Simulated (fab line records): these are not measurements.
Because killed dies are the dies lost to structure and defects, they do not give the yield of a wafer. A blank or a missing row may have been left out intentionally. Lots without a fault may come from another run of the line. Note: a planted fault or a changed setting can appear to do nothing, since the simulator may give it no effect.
Matching of chambers :: flow n5_finfet :: N5_SDB_HM_OPEN_20 on rie_diel-04: 4 sister chambers
The step chemistry CH3F/O2, target SiNx, stops on poly-Si, target depth 24 nm. 4 wafers are shown with their chamber, then 12 later ones without.

## WAFERS WITH THEIR CHAMBER
wafer: L080.1
chamber: 1
drypump_motor_current_A (A): 5.4

wafer: L090.3
chamber: 3
drypump_motor_current_A (A): 5.0

wafer: L090.4
chamber: 2
drypump_motor_current_A (A): 5.7

wafer: L090.6
chamber: 0
drypump_motor_current_A (A): 5.9

## WAFERS WITH NO CHAMBER GIVEN
wafer: L091.2
drypump_motor_current_A (A): 5.7

wafer: L091.3
drypump_motor_current_A (A): 5.3

wafer: L091.6
drypump_motor_current_A (A): 5.4

wafer: L093.1
drypump_motor_current_A (A): 5.9

wafer: L093.2
drypump_motor_current_A (A): 5.7

wafer: L093.4
drypump_motor_current_A (A): 5.0

wafer: L094.1
drypump_motor_current_A (A): 5.4

wafer: L094.2
drypump_motor_current_A (A): 5.9

wafer: L094.4
drypump_motor_current_A (A): 5.0

wafer: L095.2
drypump_motor_current_A (A): 5.9

wafer: L095.3
drypump_motor_current_A (A): 5.7

wafer: L095.4
drypump_motor_current_A (A): 5.4

## CHAMBER TAKEN BY EACH
wafer: L091.2
from the rows above: 2
in truth: 2

wafer: L091.3
from the rows above: 1
in truth: 1

wafer: L091.6
from the rows above: 1
in truth: 1

wafer: L093.1
from the rows above: 0
in truth: 0

wafer: L093.2
from the rows above: 2
in truth: 2

wafer: L093.4
from the rows above: 3
in truth: 3

wafer: L094.1
from the rows above: 1
in truth: 1

wafer: L094.2
from the rows above: 0
in truth: 0

wafer: L094.4
from the rows above: 3
in truth: 3

wafer: L095.2
from the rows above: 0
in truth: 0

wafer: L095.3
from the rows above: 2
in truth: 2

wafer: L095.4
from the rows above: 1
in truth: 1
12 of 12 placed correctly. Not placeable from these rows: 0. Placed wrongly: 0.
How it was worked out, from the rows above alone: a wafer's distance from a chamber is the root of the sum, over the readings, of the square of ((its reading less the chamber's mean) divided by the reading's scatter). The wafer belongs to the nearest chamber; if the next one is less than 2 further off, it can't be placed. For every chamber, the mean is computed from those of its wafers that are shown. The scatter: root of mean squared gap, hidden wafer to nearest shown wafer, with one shown wafer a chamber.
